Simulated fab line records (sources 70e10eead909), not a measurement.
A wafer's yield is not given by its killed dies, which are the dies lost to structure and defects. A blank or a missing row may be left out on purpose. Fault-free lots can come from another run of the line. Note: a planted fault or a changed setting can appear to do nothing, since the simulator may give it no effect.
Chamber matching || flow nand-harc || 4 sister chambers for NHARC_A_STAIRCASE_ETCH_169 on rie-diel-03
The step etches the open film in CH3F/O2, target depth 50 nm, time 107.1 s. 8 wafers are shown with their chamber, then 7 later ones without.

== WAFERS PAIRED WITH THEIR CHAMBERS ==
{"wafer": "L079.2", "chamber": 3, "drypump-motor-current-A (A)": 6.6, "showerhead-plenum-p-Torr (Torr)": 2.65}
{"wafer": "L080.1", "chamber": 2, "drypump-motor-current-A (A)": 6.1, "showerhead-plenum-p-Torr (Torr)": 2.63}
{"wafer": "L080.3", "chamber": 1, "drypump-motor-current-A (A)": 6.1, "showerhead-plenum-p-Torr (Torr)": 2.28}
{"wafer": "L087.2", "chamber": 3, "drypump-motor-current-A (A)": 6.6, "showerhead-plenum-p-Torr (Torr)": 2.64}
{"wafer": "L087.4", "chamber": 0, "drypump-motor-current-A (A)": 5.7, "showerhead-plenum-p-Torr (Torr)": 2.29}
{"wafer": "L087.5", "chamber": 1, "drypump-motor-current-A (A)": 6.1, "showerhead-plenum-p-Torr (Torr)": 2.66}
{"wafer": "L090.1", "chamber": 2, "drypump-motor-current-A (A)": 6.0, "showerhead-plenum-p-Torr (Torr)": 2.62}
{"wafer": "L090.4", "chamber": 0, "drypump-motor-current-A (A)": 5.6, "showerhead-plenum-p-Torr (Torr)": 2.29}

== WAFERS WHOSE CHAMBER IS MISSING ==
{"wafer": "L090.5", "drypump-motor-current-A (A)": 5.7, "showerhead-plenum-p-Torr (Torr)": 2.29}
{"wafer": "L092.1", "drypump-motor-current-A (A)": 5.7, "showerhead-plenum-p-Torr (Torr)": 2.29}
{"wafer": "L092.4", "drypump-motor-current-A (A)": 6.1, "showerhead-plenum-p-Torr (Torr)": 2.62}
{"wafer": "L092.5", "drypump-motor-current-A (A)": 6.6, "showerhead-plenum-p-Torr (Torr)": 2.63}
{"wafer": "L097.3", "drypump-motor-current-A (A)": 6.6, "showerhead-plenum-p-Torr (Torr)": 2.62}
{"wafer": "L097.4", "drypump-motor-current-A (A)": 6.1, "showerhead-plenum-p-Torr (Torr)": 2.61}
{"wafer": "L097.6", "drypump-motor-current-A (A)": 6.1, "showerhead-plenum-p-Torr (Torr)": 2.61}

== CHAMBER TAKEN BY EACH ==
{"wafer": "L090.5", "from the rows above": 0, "in truth": 0}
{"wafer": "L092.1", "from the rows above": 0, "in truth": 0}
{"wafer": "L092.4", "from the rows above": "can't be placed: 2 or 1", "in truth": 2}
{"wafer": "L092.5", "from the rows above": 3, "in truth": 3}
{"wafer": "L097.3", "from the rows above": 3, "in truth": 3}
{"wafer": "L097.4", "from the rows above": "can't be placed: 2 or 1", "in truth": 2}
{"wafer": "L097.6", "from the rows above": "can't be placed: 2 or 1", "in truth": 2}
Correctly placed: 4 of 7. Unplaceable from these rows: 3, with the true chamber sitting among the candidates in 3. 0 placed wrongly.
How it was worked out, from the rows above alone: a wafer's distance from a chamber is the root of the sum, over the readings, of the square of ((its reading less the chamber's mean) divided by the reading's scatter). The wafer belongs to the nearest chamber; if the next one is less than 2 further off, it can't be placed. The mean given for a chamber averages the wafers shown for that chamber. The scatter: the root of (the sum of the squares of (reading less its chamber's mean) over the shown wafers, divided by (wafers less chambers)).
